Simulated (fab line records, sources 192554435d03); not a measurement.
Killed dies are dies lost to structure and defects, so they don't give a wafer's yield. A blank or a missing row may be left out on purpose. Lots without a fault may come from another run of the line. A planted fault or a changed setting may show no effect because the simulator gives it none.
One fault seen from 3 desks | flow n5_finfet | each desk has only its own numbers; what lay behind them comes last

THE DEFECT DESK
What the inspections along the route counted, lot by lot: means of the sampled wafers that have a number. A lot is out of limits, marked OUT, if its mean lies more than 4 standard deviations from the usual mean; the brackets give that distance.
Columns: A = raw_defect_count at N5_BEOL_M15_INSPECT_12, usual 2.0
lot  | first seen here | A
L518 | day 11 13:22    | 1.3
L526 | day 13 08:39    | 2.0
L527 | day 14 00:29    | 0.0
L529 | day 14 11:55    | 0.7
L530 | day 14 18:52    | 1.0
L532 | day 14 19:43    | 2.7
L540 | day 18 02:32    | 3.0
This desk's finding: nothing out of limits on any of the 7 lots.

THE METROLOGY DESK
What the gauges read, lot by lot, whatever tool the lot ran on: means of the sampled wafers that have a number. A lot is out of limits, marked OUT, if its mean lies more than 4 standard deviations from the usual mean; the brackets give that distance.
Columns: A = cd_nm at N5_BEOL_M15_CD_MEAS_10, usual 359.4 nm; B = V14_OVL at N5_BEOL_M15_OVL_MEAS_11, usual 1 nm
lot  | first seen here | A     | B
L518 | day 11 13:19    | 358.8 | -0
L526 | day 13 08:36    | 358.1 | 1
L527 | day 14 00:26    | 358.4 | 0
L529 | day 14 11:52    | 360.0 | 2
L530 | day 14 18:49    | 359.3 | -6
L532 | day 14 19:40    | 359.3 | 6
L540 | day 18 02:29    | 359.7 | 4
This desk's finding: nothing out of limits on any of the 7 lots.

THE TOOL OWNER'S DESK: rie_diel-03
The tool's own readings at N5_BEOL_M15_ETCH_59 (etches BARC in N2/H2, target depth 89 nm, overetch 26.7 nm, time 67.9 s): means of the sampled wafers that have a number, for each lot that ran on this tool. A lot is out of limits, marked OUT, if its mean lies more than 4 standard deviations from the usual mean; the brackets give that distance.
Columns: A = drypump_motor_current_A at N5_BEOL_M15_ETCH_59, usual 5.8 A; B = oes_product_au at N5_BEOL_M15_ETCH_59, usual 0.67 a.u.; C = rf_vpp_V at N5_BEOL_M15_ETCH_59, usual 524.5 V; D = run_length_s at N5_BEOL_M15_ETCH_59, usual 91.2 s; E = showerhead_plenum_p_Torr at N5_BEOL_M15_ETCH_59, usual 2.56 Torr; F = throttle_valve_pct at N5_BEOL_M15_ETCH_59, usual 17.85 %
lot  | first seen here | A   | B    | C     | D              | E    | F
L526 | day 13 08:46    | 6.0 | 0.62 | 522.0 | 91.6           | 2.44 | 18.00
L527 | day 14 00:34    | 5.5 | 0.69 | 523.0 | 82.7 (-18) OUT | 2.46 | 17.98
L529 | day 14 11:59    | 5.6 | 0.66 | 523.1 | 85.8 (-11) OUT | 2.52 | 18.00
L530 | day 14 18:56    | 5.5 | 0.69 | 524.0 | 82.6 (-18) OUT | 2.52 | 17.98
L540 | day 18 02:37    | 5.7 | 0.66 | 527.3 | 91.4           | 2.62 | 17.82
This desk's finding: out of limits on L527, L529, L530; first on L527, day 14 00:34 (run_length_s at N5_BEOL_M15_ETCH_59). In limits: L526, L540.

PUT TOGETHER
The tool owner's desk could have raised an alarm at day 14 00:34, on L527, L529, L530.
The defect desk saw nothing out of limits.
The metrology desk saw nothing out of limits.
The defect desk has L527, L529, L530 on record, within its limits.
The metrology desk has L527, L529, L530 on record, within its limits.
Of the lots named, all ran N5_BEOL_M15_ETCH_59 on rie_diel-03.

WHAT THE SIMULATOR HAD PUT IN
Process parameter drift: rie_diel-03, from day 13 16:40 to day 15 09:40, at N5_BEOL_M15_ETCH_59. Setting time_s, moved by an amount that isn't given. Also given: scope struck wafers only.
Lots struck among those shown: L527, L529, L530.
Hours from the fault's start to each desk's first reading out of limits: the tool owner's desk, 8.
